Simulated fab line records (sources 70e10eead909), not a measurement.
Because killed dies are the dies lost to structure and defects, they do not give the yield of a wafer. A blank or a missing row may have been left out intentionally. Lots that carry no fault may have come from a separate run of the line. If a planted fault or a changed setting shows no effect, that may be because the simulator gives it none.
The tool behind it: which one? || flow nand-harc || 13 lots with 39 wafers sampled at 5 steps, on a route of 1302 steps

## WHAT THE GAUGES SHOWED, per wafer
NHARC_END_SORT_01.
{"lot": "L188", "measured": "day 27 21:58", "on": "prober-01", "killed-at-array": "673 676 677", "killed-at-other": "0 1 0", "killed-at-periphery": "4 0 0", "killed-dies": "677 677 677", "killed-open": "5 2 2", "killed-short": "8 7 2"}
{"lot": "L192", "measured": "day 28 05:04", "on": "prober-02", "killed-at-array": "667 669 672", "killed-at-other": "0 0 0", "killed-at-periphery": "10 8 5", "killed-dies": "677 677 677", "killed-open": "3 4 3", "killed-short": "2 6 1"}
{"lot": "L194", "measured": "day 29 17:55", "on": "prober-02", "killed-at-array": "674 676 669", "killed-at-other": "0 0 2", "killed-at-periphery": "3 1 6", "killed-dies": "677 677 677", "killed-open": "3 3 3", "killed-short": "3 3 1"}

## EACH LOT AND THE TOOL THAT RAN IT (in order: tool; ch and the chambers of the sampled wafers; start)
{"lot": "L182", "NHARC_A_STAIRCASE_ETCH_315": "rie-diel-09 ch 0,2,3, day 17 14:44 or earlier", "NHARC_A_STAIRCASE_STRIP_316": "rie-diel-09 ch 1,2,3, day 17 14:44 or earlier", "NHARC_A_STAIRCASE_CVD_552": "lpcvd-01 ch 0, day 17 14:44", "NHARC_A_STAIRCASE_DEP_325": "pecvd-04 ch 0,2, day 18 11:07"}
{"lot": "L184", "NHARC_A_STAIRCASE_ETCH_315": "rie-diel-06 ch 0,1,3, day 18 08:25 or earlier", "NHARC_A_STAIRCASE_STRIP_316": "rie-diel-06 ch 0,2, day 18 08:25 or earlier", "NHARC_A_STAIRCASE_CVD_552": "lpcvd-02 ch 1, day 18 08:25", "NHARC_A_STAIRCASE_DEP_325": "pecvd-01 ch 0,1,2, day 19 07:51"}
{"lot": "L185", "NHARC_A_STAIRCASE_ETCH_315": "rie-diel-12 ch 0,2,3, day 18 15:19 or earlier", "NHARC_A_STAIRCASE_STRIP_316": "rie-diel-12 ch 1,3, day 18 15:19 or earlier", "NHARC_A_STAIRCASE_CVD_552": "lpcvd-01 ch 1, day 18 15:19", "NHARC_A_STAIRCASE_DEP_325": "pecvd-02 ch 0,1, day 19 11:14"}
{"lot": "L186", "NHARC_A_STAIRCASE_ETCH_315": "rie-diel-06 ch 0,2,3, day 19 01:29 or earlier", "NHARC_A_STAIRCASE_STRIP_316": "rie-diel-06 ch 0,1,2, day 19 01:29 or earlier", "NHARC_A_STAIRCASE_CVD_552": "lpcvd-01 ch 1, day 19 01:29", "NHARC_A_STAIRCASE_DEP_325": "pecvd-01 ch 1,2, day 19 21:26"}
{"lot": "L183", "NHARC_A_STAIRCASE_ETCH_315": "rie-diel-06 ch 0,2,3, day 20 08:41 or earlier", "NHARC_A_STAIRCASE_STRIP_316": "rie-diel-06 ch 0,1,2, day 20 08:41 or earlier", "NHARC_A_STAIRCASE_CVD_552": "lpcvd-01 ch 0, day 20 08:41", "NHARC_A_STAIRCASE_DEP_325": "pecvd-04 ch 0,1,2, day 21 11:45"}
{"lot": "L188", "NHARC_A_STAIRCASE_ETCH_315": "rie-diel-06 ch 0,1,2, day 20 21:07 or earlier", "NHARC_A_STAIRCASE_STRIP_316": "rie-diel-06 ch 0,1,2, day 20 21:07 or earlier", "NHARC_A_STAIRCASE_CVD_552": "lpcvd-01 ch 1, day 20 21:07", "NHARC_A_STAIRCASE_DEP_325": "pecvd-04 ch 0,1,2, day 21 21:07"}
{"lot": "L192", "NHARC_A_STAIRCASE_ETCH_315": "rie-diel-06 ch 2,3, day 21 08:21 or earlier", "NHARC_A_STAIRCASE_STRIP_316": "rie-diel-06 ch 0,2,3, day 21 08:21 or earlier", "NHARC_A_STAIRCASE_CVD_552": "lpcvd-01 ch 0, day 21 08:21", "NHARC_A_STAIRCASE_DEP_325": "pecvd-01 ch 0,1,2, day 22 12:34"}
{"lot": "L194", "NHARC_A_STAIRCASE_ETCH_315": "rie-diel-06 ch 1,2,3, day 22 13:28 or earlier", "NHARC_A_STAIRCASE_STRIP_316": "rie-diel-06 ch 1,2, day 22 13:28 or earlier", "NHARC_A_STAIRCASE_CVD_552": "lpcvd-02 ch 1, day 22 13:28", "NHARC_A_STAIRCASE_DEP_325": "pecvd-04 ch 0,2, day 23 09:19"}
{"lot": "L198", "NHARC_A_STAIRCASE_ETCH_315": "rie-diel-12 ch 0,1,2, day 23 18:27 or earlier", "NHARC_A_STAIRCASE_STRIP_316": "rie-diel-12 ch 0,2,3, day 23 18:27 or earlier", "NHARC_A_STAIRCASE_CVD_552": "lpcvd-01 ch 0, day 23 18:27", "NHARC_A_STAIRCASE_DEP_325": "pecvd-04 ch 0,1,2, day 24 14:41"}
{"lot": "L196", "NHARC_A_STAIRCASE_ETCH_315": "rie-diel-12 ch 0,1,2, day 23 18:27 or earlier", "NHARC_A_STAIRCASE_STRIP_316": "rie-diel-12 ch 0,1, day 23 18:27 or earlier", "NHARC_A_STAIRCASE_CVD_552": "lpcvd-01 ch 0, day 23 18:27", "NHARC_A_STAIRCASE_DEP_325": "pecvd-01 ch 0,2, day 24 14:35"}
{"lot": "L200", "NHARC_A_STAIRCASE_ETCH_315": "rie-diel-09 ch 0,2,3, day 24 09:32 or earlier", "NHARC_A_STAIRCASE_STRIP_316": "rie-diel-09 ch 1,2,3, day 24 09:32 or earlier", "NHARC_A_STAIRCASE_CVD_552": "lpcvd-01 ch 0, day 24 09:32", "NHARC_A_STAIRCASE_DEP_325": "pecvd-01 ch 0,1,2, day 25 05:24"}
{"lot": "L204", "NHARC_A_STAIRCASE_ETCH_315": "rie-diel-06 ch 2,3, day 26 06:56 or earlier", "NHARC_A_STAIRCASE_STRIP_316": "rie-diel-06 ch 0,2,3, day 26 06:56 or earlier", "NHARC_A_STAIRCASE_CVD_552": "lpcvd-01 ch 1, day 26 06:56", "NHARC_A_STAIRCASE_DEP_325": "pecvd-02 ch 0,1, day 27 04:34"}
{"lot": "L202", "NHARC_A_STAIRCASE_ETCH_315": "rie-diel-09 ch 0,1,3, day 26 14:23 or earlier", "NHARC_A_STAIRCASE_STRIP_316": "rie-diel-09 ch 0,1,3, day 26 14:23 or earlier", "NHARC_A_STAIRCASE_CVD_552": "lpcvd-02 ch 0, day 26 14:23", "NHARC_A_STAIRCASE_DEP_325": "pecvd-02 ch 0,1,2, day 27 12:02"}
- NHARC_A_STAIRCASE_ETCH_315: etches the open film in C4F8/O2/Ar, target depth 2500 nm, time 607.1 s.
- NHARC_A_STAIRCASE_STRIP_316: strips in O2.
- NHARC_A_STAIRCASE_CVD_552: deposits SiNx, target thk 40 nm.
- NHARC_A_STAIRCASE_DEP_325: deposits SiO2, target thk 7200 nm.

## WHAT THE TOOLS THEMSELVES READ (means of the sampled wafers that have a number; where no wafer has one, the mark that the record gives instead)
NHARC_A_STAIRCASE_ETCH_315.
{"lot": "L182", "tool": "rie-diel-09", "oes-product-au (a.u.)": 0.934, "rf-vpp-V (V)": 1832}
{"lot": "L184", "tool": "rie-diel-06", "oes-product-au (a.u.)": 0.933, "rf-vpp-V (V)": 1822}
{"lot": "L185", "tool": "rie-diel-12", "oes-product-au (a.u.)": 0.941, "rf-vpp-V (V)": 1818}
{"lot": "L186", "tool": "rie-diel-06", "oes-product-au (a.u.)": 0.936, "rf-vpp-V (V)": 1816}
{"lot": "L183", "tool": "rie-diel-06", "oes-product-au (a.u.)": 0.939, "rf-vpp-V (V)": 1815}
{"lot": "L188", "tool": "rie-diel-06", "oes-product-au (a.u.)": 0.933, "rf-vpp-V (V)": 1826}
{"lot": "L192", "tool": "rie-diel-06", "oes-product-au (a.u.)": 0.946, "rf-vpp-V (V)": 1818}
{"lot": "L194", "tool": "rie-diel-06", "oes-product-au (a.u.)": 0.932, "rf-vpp-V (V)": 1825}
{"lot": "L198", "tool": "rie-diel-12", "oes-product-au (a.u.)": 0.933, "rf-vpp-V (V)": 1817}
{"lot": "L196", "tool": "rie-diel-12", "oes-product-au (a.u.)": 0.937, "rf-vpp-V (V)": 1817}
{"lot": "L200", "tool": "rie-diel-09", "oes-product-au (a.u.)": 0.939, "rf-vpp-V (V)": 1831}
{"lot": "L204", "tool": "rie-diel-06", "oes-product-au (a.u.)": 0.927, "rf-vpp-V (V)": 1816}
{"lot": "L202", "tool": "rie-diel-09", "oes-product-au (a.u.)": 0.937, "rf-vpp-V (V)": 1841}

NHARC_A_STAIRCASE_STRIP_316.
{"lot": "L182", "tool": "rie-diel-09", "drypump-motor-current-A (A)": 6.1, "oes-product-au (a.u.)": 0.996, "rf-vpp-V (V)": 57.9, "showerhead-plenum-p-Torr (Torr)": 3.61, "throttle-valve-pct (%)": 17.045}
{"lot": "L184", "tool": "rie-diel-06", "drypump-motor-current-A (A)": 5.1, "oes-product-au (a.u.)": 1.002, "rf-vpp-V (V)": 57.2, "showerhead-plenum-p-Torr (Torr)": 3.44, "throttle-valve-pct (%)": 17.036}
{"lot": "L185", "tool": "rie-diel-12", "drypump-motor-current-A (A)": 6.4, "oes-product-au (a.u.)": 0.999, "rf-vpp-V (V)": 56.7, "showerhead-plenum-p-Torr (Torr)": 3.32, "throttle-valve-pct (%)": 17.036}
{"lot": "L186", "tool": "rie-diel-06", "drypump-motor-current-A (A)": 5.2, "oes-product-au (a.u.)": 1.003, "rf-vpp-V (V)": 58.2, "showerhead-plenum-p-Torr (Torr)": 3.53, "throttle-valve-pct (%)": 17.033}
{"lot": "L183", "tool": "rie-diel-06", "drypump-motor-current-A (A)": 5.2, "oes-product-au (a.u.)": 1.000, "rf-vpp-V (V)": 58.5, "showerhead-plenum-p-Torr (Torr)": 3.52, "throttle-valve-pct (%)": 17.037}
{"lot": "L188", "tool": "rie-diel-06", "drypump-motor-current-A (A)": 5.2, "oes-product-au (a.u.)": 0.997, "rf-vpp-V (V)": 57.8, "showerhead-plenum-p-Torr (Torr)": 3.52, "throttle-valve-pct (%)": 17.037}
{"lot": "L192", "tool": "rie-diel-06", "drypump-motor-current-A (A)": 5.2, "oes-product-au (a.u.)": 0.995, "rf-vpp-V (V)": 56.7, "showerhead-plenum-p-Torr (Torr)": 3.37, "throttle-valve-pct (%)": 17.037}
{"lot": "L194", "tool": "rie-diel-06", "drypump-motor-current-A (A)": 5.0, "oes-product-au (a.u.)": 0.995, "rf-vpp-V (V)": 58.4, "showerhead-plenum-p-Torr (Torr)": 3.55, "throttle-valve-pct (%)": 17.028}
{"lot": "L198", "tool": "rie-diel-12", "drypump-motor-current-A (A)": 5.8, "oes-product-au (a.u.)": 1.007, "rf-vpp-V (V)": 58.5, "showerhead-plenum-p-Torr (Torr)": 3.56, "throttle-valve-pct (%)": 17.033}
{"lot": "L196", "tool": "rie-diel-12", "drypump-motor-current-A (A)": 6.4, "oes-product-au (a.u.)": 1.006, "rf-vpp-V (V)": 57.2, "showerhead-plenum-p-Torr (Torr)": 3.48, "throttle-valve-pct (%)": 17.040}
{"lot": "L200", "tool": "rie-diel-09", "drypump-motor-current-A (A)": 6.1, "oes-product-au (a.u.)": 0.994, "rf-vpp-V (V)": 57.5, "showerhead-plenum-p-Torr (Torr)": 3.58, "throttle-valve-pct (%)": 17.032}
{"lot": "L204", "tool": "rie-diel-06", "drypump-motor-current-A (A)": 5.2, "oes-product-au (a.u.)": 0.993, "rf-vpp-V (V)": 57.3, "showerhead-plenum-p-Torr (Torr)": 3.35, "throttle-valve-pct (%)": 17.036}
{"lot": "L202", "tool": "rie-diel-09", "drypump-motor-current-A (A)": 6.2, "oes-product-au (a.u.)": 1.003, "rf-vpp-V (V)": 58.0, "showerhead-plenum-p-Torr (Torr)": 3.72, "throttle-valve-pct (%)": 17.025}

NHARC_A_STAIRCASE_DEP_325.
{"lot": "L182", "tool": "pecvd-04", "heater-power-w (W)": 624}
{"lot": "L184", "tool": "pecvd-01", "heater-power-w (W)": 721}
{"lot": "L185", "tool": "pecvd-02", "heater-power-w (W)": 664}
{"lot": "L186", "tool": "pecvd-01", "heater-power-w (W)": 630}
{"lot": "L183", "tool": "pecvd-04", "heater-power-w (W)": 619}
{"lot": "L188", "tool": "pecvd-04", "heater-power-w (W)": 589}
{"lot": "L192", "tool": "pecvd-01", "heater-power-w (W)": 741}
{"lot": "L194", "tool": "pecvd-04", "heater-power-w (W)": 625}
{"lot": "L198", "tool": "pecvd-04", "heater-power-w (W)": 582}
{"lot": "L196", "tool": "pecvd-01", "heater-power-w (W)": 763}
{"lot": "L200", "tool": "pecvd-01", "heater-power-w (W)": 714}
{"lot": "L204", "tool": "pecvd-02", "heater-power-w (W)": 689}
{"lot": "L202", "tool": "pecvd-02", "heater-power-w (W)": 640}

## THE ANSWER, worked out from the rows above alone
Rule: the lots themselves supply what counts as usual. Put in order of their means at a reading, lots are off if they are a third of the lots or fewer, leave a main group of 4 or more, and stand apart from it by a gap of 3 or more times the standard deviation of the main group's means; of several such gaps the widest counts. A main group whose means are all the same, to the digits that the tables above print for the reading, isn't used. A lot without any number at a reading at which 4 lots or more have one is off too. All remaining lots with rows at the step are treated as sound. The gauges are gone through in route order, then the tools' own readings, and for those a lot's mean is taken as printed above. The first step at which some lot is off is used, and at that step the reading that is off furthest; a lot without a number counts as furthest.
Nothing can be told from this: no lot is off at any reading shown.

## WHAT HAD BEEN PUT IN BY THE SIMULATOR
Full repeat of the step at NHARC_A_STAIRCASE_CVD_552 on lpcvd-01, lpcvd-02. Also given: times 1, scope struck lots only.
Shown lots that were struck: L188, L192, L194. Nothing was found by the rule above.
